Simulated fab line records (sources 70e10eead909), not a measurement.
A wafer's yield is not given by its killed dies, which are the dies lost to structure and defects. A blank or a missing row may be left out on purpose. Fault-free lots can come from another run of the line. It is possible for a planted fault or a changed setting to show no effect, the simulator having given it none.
Chamber matching    flow nandHarc    3 sister chambers for NHARC_P_M0_DEP_32 on pecvd-02
The step deposits SiCN, target thk 30 nm. 22 wafers are shown with their chamber, then 11 later ones without.

WAFERS PAIRED WITH THEIR CHAMBERS
wafer   chamber  heaterPowerW (W)
L074.1  2        690
L074.3  0        514
L074.4  2        680
L076.1  2        711
L076.2  1        493
L076.6  0        416
L075.3  0        477
L075.4  2        618
L075.5  1        563
L082.1  1        455
L082.2  2        612
L082.4  1        452
L086.1  2        658
L086.3  1        481
L086.5  0        415
L087.2  1        545
L087.3  2        629
L087.5  0        442
L089.4  1        534
L089.5  0        473
L089.6  2        681
L092.2  2        643

SIGNATURES, as means of the wafers listed above
reading       chamber 0  chamber 1  chamber 2  scatter within a chamber
heaterPowerW  456.17     503.29     658.00     39.1
Rule: a wafer lies at a distance from a chamber equal to the root of the sum of squares, over the readings, of (its reading less the chamber's mean, divided by the reading's scatter). If the next closest chamber is less than 2 further off than the closest, the wafer can't be placed; otherwise it belongs to the closest. The scatter is the square root of a quotient: the sum, over the shown wafers, of each reading's squared deviation from its chamber's mean, divided by wafers minus chambers.

WAFERS MISSING THEIR CHAMBER
wafer   heaterPowerW (W)
L092.3  657
L092.6  476
L097.1  583
L097.2  459
L097.5  480
L095.1  484
L095.4  489
L095.6  593
L096.3  508
L096.4  491
L096.5  598

CHAMBER TAKEN BY EACH
wafer   from the rows above           in truth
L092.3  2                             2
L092.6  can't be placed: 0 or 1       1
L097.1  can't be placed: 2 or 1 or 0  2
L097.2  can't be placed: 0 or 1       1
L097.5  can't be placed: 1 or 0       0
L095.1  can't be placed: 1 or 0       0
L095.4  can't be placed: 1 or 0       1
L095.6  can't be placed: 2 or 1 or 0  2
L096.3  can't be placed: 1 or 0       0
L096.4  can't be placed: 1 or 0       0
L096.5  can't be placed: 2 or 1       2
Correct placement for 1 of the 11. Cannot be placed on the basis of these rows: 10; the candidates contain the true chamber in 10. Wrongly placed: 0.
